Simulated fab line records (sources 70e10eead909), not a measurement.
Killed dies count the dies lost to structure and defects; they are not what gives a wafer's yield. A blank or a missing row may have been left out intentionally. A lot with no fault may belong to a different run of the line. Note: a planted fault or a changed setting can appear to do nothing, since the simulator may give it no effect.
Chamber matching | flow nandHarc | rieDiel-04 running NHARC_A_M1_DESCUM_14: 4 sister chambers
The step chemistry O2, time 3 s. 16 wafers are shown with their chamber, then 8 later ones without.

EACH WAFER AND ITS CHAMBER
wafer  | chamber | showerheadPlenumPTorr (Torr) | drypumpMotorCurrentA (A) | oesProductAu (a.u.)
L526.1 | 0       | 1.96                         | 6.1                      | 0.996
L526.4 | 2       | 1.91                         | 6.3                      | 1.010
L526.5 | 3       | 2.03                         | 5.3                      | 0.985
L528.4 | 1       | 1.97                         | 5.5                      | 1.014
L528.5 | 2       | 1.91                         | 6.3                      | 0.997
L528.6 | 3       | 2.03                         | 5.3                      | 0.977
L529.1 | 1       | 1.97                         | 5.5                      | 1.028
L529.3 | 0       | 1.96                         | 6.0                      | 1.003
L529.6 | 0       | 1.96                         | 6.0                      | 0.998
L531.1 | 3       | 2.03                         | 5.3                      | 0.992
L531.2 | 0       | 1.96                         | 6.1                      | 1.003
L531.3 | 2       | 1.91                         | 6.3                      | 1.015
L534.1 | 3       | 2.03                         | 5.3                      | 0.990
L534.2 | 1       | 1.96                         | 5.5                      | 1.009
L534.5 | 2       | 1.91                         | 6.3                      | 1.002
L539.1 | 0       | 1.96                         | 6.1                      | 0.992

SIGNATURES, as means of the wafers listed above
reading               | chamber 0 | chamber 1 | chamber 2 | chamber 3 | scatter within a chamber
showerheadPlenumPTorr | 1.9600    | 1.9667    | 1.9100    | 2.0300    | 0.00236
drypumpMotorCurrentA  | 6.060     | 5.500     | 6.300     | 5.300     | 0.0316
oesProductAu          | 0.99840   | 1.01700   | 1.00600   | 0.98600   | 0.00714
Rule: for each reading, subtract the chamber's mean from the wafer's reading, divide by that reading's scatter and square the result; add these up over the readings and take the root, which gives the wafer's distance from the chamber. If the next closest chamber is less than 2 further off than the closest, the wafer can't be placed; otherwise it belongs to the closest. The scatter is the square root of a quotient: the sum, over the shown wafers, of each reading's squared deviation from its chamber's mean, divided by wafers minus chambers.

WAFERS WITH NO CHAMBER GIVEN
wafer  | showerheadPlenumPTorr (Torr) | drypumpMotorCurrentA (A) | oesProductAu (a.u.)
L539.4 | 1.91                         | 6.3                      | 1.009
L539.5 | 1.96                         | 5.5                      | 1.013
L538.2 | 1.91                         | 6.3                      | 1.003
L538.3 | 1.96                         | 6.0                      | 0.995
L538.5 | 1.96                         | 5.5                      | 1.010
L547.1 | 1.90                         | 6.3                      | 1.008
L547.3 | 2.02                         | 5.3                      | 0.991
L547.4 | 1.96                         | 5.5                      | 1.020

WHICH CHAMBER EACH WENT THROUGH
wafer  | from the rows above | in truth
L539.4 | 2                   | 2
L539.5 | 1                   | 1
L538.2 | 2                   | 2
L538.3 | 0                   | 0
L538.5 | 1                   | 1
L547.1 | 2                   | 2
L547.3 | 3                   | 3
L547.4 | 1                   | 1
Correctly placed: 8 of 8. From these rows, 0 cannot be placed. 0 placed wrongly.
